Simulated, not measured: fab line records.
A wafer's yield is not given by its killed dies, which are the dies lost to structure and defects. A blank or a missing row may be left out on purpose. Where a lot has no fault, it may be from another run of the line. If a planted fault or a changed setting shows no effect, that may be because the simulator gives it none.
Lot-split experiment + flow n5Finfet + on a route of 1938 steps: 7 lots, 21 wafers read

## ABOUT THE SPLIT
At N5_BEOL_M8_PECVD_70 (deposits SiO2 from TEOS/O2, target thk 20 nm, time 22.7 s), the setting tempC was moved away from the recipe's 400 C on 9 of the 21 wafers read, by -4.3% to +2.9%. The other wafers ran this setting at the recipe's value.

The split's own step is where the reading is taken.

## THE READING
SiO2_of_BEOL_M8_PECVD_70.thkNm (the simulator's own value, which no gauge read), in nm, at N5_BEOL_M8_PECVD_70 (deposits SiO2 from TEOS/O2, target thk 20 nm, time 22.7 s). The file does not state a usual value for it. Here, 12 wafers ran the recipe; their average is 19.9 nm with a standard deviation of 0.24 nm.

| wafer  | tool, chamber at the split | tempC as run, C | against the recipe | SiO2_of_BEOL_M8_PECVD_70.thkNm, nm | against lot-mates on the recipe |
|--------|----------------------------|-----------------|--------------------|------------------------------------|---------------------------------|
| L077.1 | pecvd-03, 2                | 411.7           | +2.9%              | 18.2                               | -1.8                            |
| L077.2 | pecvd-03, 0                | 411.7           | +2.9%              | 18.4                               | -1.6                            |
| L077.4 | pecvd-03, 2                | 400             | recipe             | 20                                 | -                               |
| L082.1 | pecvd-03, 2                | 400             | recipe             | 19.6                               | -                               |
| L082.4 | pecvd-03, 1                | 395             | -1.2%              | 20.6                               | +1.0                            |
| L082.5 | pecvd-03, 2                | 395             | -1.2%              | 20.8                               | +1.2                            |
| L085.1 | pecvd-02, 1                | 400             | recipe             | 19.8                               | -                               |
| L085.3 | pecvd-02, 2                | 390.5           | -2.4%              | 21.2                               | +1.4                            |
| L085.4 | pecvd-02, 2                | 390.5           | -2.4%              | 21.4                               | +1.6                            |
| L086.2 | pecvd-03, 2                | 400             | recipe             | 19.8                               | -                               |
| L086.5 | pecvd-03, 1                | 382.9           | -4.3%              | 22.4                               | +2.3                            |
| L086.6 | pecvd-03, 0                | 400             | recipe             | 20.4                               | -                               |
| L089.1 | pecvd-01, 1                | 400             | recipe             | 19.6                               | -                               |
| L089.3 | pecvd-01, 2                | 400             | recipe             | 19.8                               | -                               |
| L089.4 | pecvd-01, 2                | 400             | recipe             | 20.2                               | -                               |
| L092.2 | pecvd-02, 0                | 384             | -4.0%              | 22                                 | +1.9                            |
| L092.4 | pecvd-02, 1                | 400             | recipe             | 20.2                               | -                               |
| L092.6 | pecvd-02, 0                | 400             | recipe             | 20                                 | -                               |
| L094.3 | pecvd-01, 0                | 400             | recipe             | 20                                 | -                               |
| L094.5 | pecvd-01, 1                | 400             | recipe             | 19.8                               | -                               |
| L094.6 | pecvd-01, 0                | 385.1           | -3.7%              | 22.2                               | +2.3                            |

THE FIT
A straight line over all 21 wafers: SiO2_of_BEOL_M8_PECVD_70.thkNm changes by -0.566 nm for each +1% of tempC; r = -0.98; the points scatter about the line by 0.21 nm.
The same after taking each lot's own level away (the mean of its wafers on the recipe; 21 wafers): -0.57 nm for each +1%; r = -0.98; scatter 0.23 nm.
The reading moves by 2.4 nm for the largest change in tempC, on that fit.
Measured against the standard deviation above, the lots' own levels, which go from 19.60 to 20.10 nm, span 2.1 times it.
The two slopes agree, so the slope changes little with the lot-to-lot level.
Check: for one of the wafers moved furthest among these (-4.3%), held out of the fit, the line's prediction against its lot-mates is +2.52 nm. Against them it came out at +2.3 nm.

## OTHER SPLITS APPLIED TO THESE WAFERS
Note: prior to the reading, these wafers also went through further splits. Each is held against what the fit with the lots' levels taken away leaves over:
| other split on the same wafers  | wafers away from the commonest value | r with SiO2_of_BEOL_M8_PECVD_70.thkNm (lot level and that fit taken away) |
|---------------------------------|--------------------------------------|---------------------------------------------------------------------------|
| N5_BEOL_M6_EXPOSE_08 doseMj     | 9                                    | -0.05                                                                     |
| N5_BEOL_M6_TRENCH_ETCH_37 timeS | 7                                    | +0.20                                                                     |

## FILE'S OWN FIT
SiO2_of_BEOL_M8_PECVD_70.thkNm changes by -0.562 nm for each +1% of tempC, r = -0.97.
